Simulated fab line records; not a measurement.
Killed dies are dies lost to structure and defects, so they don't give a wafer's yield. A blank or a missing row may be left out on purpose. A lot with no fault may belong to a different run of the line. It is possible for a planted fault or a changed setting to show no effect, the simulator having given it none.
The same fault as seen by 3 desks :: flow n5Finfet :: only its own numbers are on each desk; what lay behind them is given at the end

## THE METROLOGY DESK
Lot by lot, what the gauges showed, no matter which tool ran the lot: averages of those sampled wafers that carry a number. If a lot's mean is further than 4 standard deviations from the usual mean, the lot is out of limits and carries the mark OUT (the distance appears in the brackets). It has 12 readings; the 7 that lie furthest out on some lot are the ones shown.
Columns: A = DIBL_N at N5_BEOL_M4_RC_MEAS_101, usual 37.2 mV/V; B = DIBL_P at N5_BEOL_M4_RC_MEAS_101, usual 37.3 mV/V; C = IOFF_N at N5_BEOL_M4_RC_MEAS_101, usual 0.18 nA/um; D = IOFF_P at N5_BEOL_M4_RC_MEAS_101, usual 0.24 nA/um; E = ION_P at N5_BEOL_M4_RC_MEAS_101, usual 466 uA/um; F = SS_P at N5_BEOL_M4_RC_MEAS_101, usual 73.5 mV/dec; G = VT_P at N5_BEOL_M4_RC_MEAS_101, usual -248 mV
lot: L420
first seen here: day 8 12:25
A: 37.2
B: 37.2
C: 0.20
D: 0.27
E: 474
F: 74.0
G: -244

lot: L421
first seen here: day 8 22:07
A: 35.2
B: 35.4
C: 0.15
D: 0.21
E: 467
F: 73.8
G: -250

lot: L426
first seen here: day 9 14:59
A: 38.1
B: 36.5
C: 0.17
D: 0.22
E: 464
F: 73.1
G: -248

lot: L425
first seen here: day 9 17:53
A: 37.4
B: 37.1
C: 0.19
D: 0.27
E: 470
F: 73.5
G: -243

lot: L433
first seen here: day 12 18:49
A: 37.3
B: 39.5
C: 0.20
D: 0.28
E: 478
F: 73.8
G: -245

lot: L438
first seen here: day 13 13:53
A: 39.7
B: 40.0
C: 0.24
D: 0.32
E: 470
F: 74.8
G: -244
This desk found nothing out of limits on any of the 6 lots.

## DESK OF THE TOOL OWNER: rieDiel-03
The tool's own readings at N5_BEOL_M3_ETCH_64 (etches SOC in N2/H2, target depth 75 nm, overetch 15 nm, time 112.5 s): means of the sampled wafers that have a number, for each lot that ran on this tool. If a lot's mean is further than 4 standard deviations from the usual mean, the lot is out of limits and carries the mark OUT (the distance appears in the brackets).
Columns: A = drypumpMotorCurrentA at N5_BEOL_M3_ETCH_64, usual 5.9 A; B = oesProductAu at N5_BEOL_M3_ETCH_64, usual 0.62 a.u.; C = rfVppV at N5_BEOL_M3_ETCH_64, usual 523.7 V; D = showerheadPlenumPTorr at N5_BEOL_M3_ETCH_64, usual 2.54 Torr; E = throttleValvePct at N5_BEOL_M3_ETCH_64, usual 17.8 %
lot: L421
first seen here: day 8 22:21
A: 5.8
B: 0.63
C: 525.2
D: 2.59
E: 17.7

lot: L426
first seen here: day 9 15:11
A: 5.3
B: 0.75
C: 524.0
D: 2.54
E: 17.6

lot: L425
first seen here: day 9 18:22
A: 5.9
B: 0.69
C: 525.1
D: 2.59
E: 17.8

lot: L433
first seen here: day 12 19:01
A: 5.9
B: 0.61
C: 525.3
D: 2.58
E: 17.8

lot: L438
first seen here: day 13 14:08
A: 5.8
B: 0.63
C: 524.9
D: 2.55
E: 17.6
This desk found nothing out of limits on any of the 5 lots.

## THE DEFECT DESK
Counts from the inspections along the route, per lot, as means over the sampled wafers that have a number. If a lot's mean is further than 4 standard deviations from the usual mean, the lot is out of limits and carries the mark OUT (the distance appears in the brackets).
Columns: A = rawDefectCount at N5_BEOL_M3_INSPECT_13, usual 407
lot: L420
first seen here: day 8 12:30
A: 289

lot: L421
first seen here: day 8 22:12
A: 318

lot: L426
first seen here: day 9 15:05
A: 372

lot: L425
first seen here: day 9 17:58
A: 423

lot: L433
first seen here: day 12 18:55
A: 504

lot: L438
first seen here: day 13 13:58
A: 344
This desk found nothing out of limits on any of the 6 lots.

## BROUGHT TOGETHER
From the metrology desk's view, nothing was out of limits.
Nothing out of limits was seen by the tool owner's desk.
Nothing out of limits was seen by the defect desk.

## WHAT HAD BEEN PUT IN BY THE SIMULATOR
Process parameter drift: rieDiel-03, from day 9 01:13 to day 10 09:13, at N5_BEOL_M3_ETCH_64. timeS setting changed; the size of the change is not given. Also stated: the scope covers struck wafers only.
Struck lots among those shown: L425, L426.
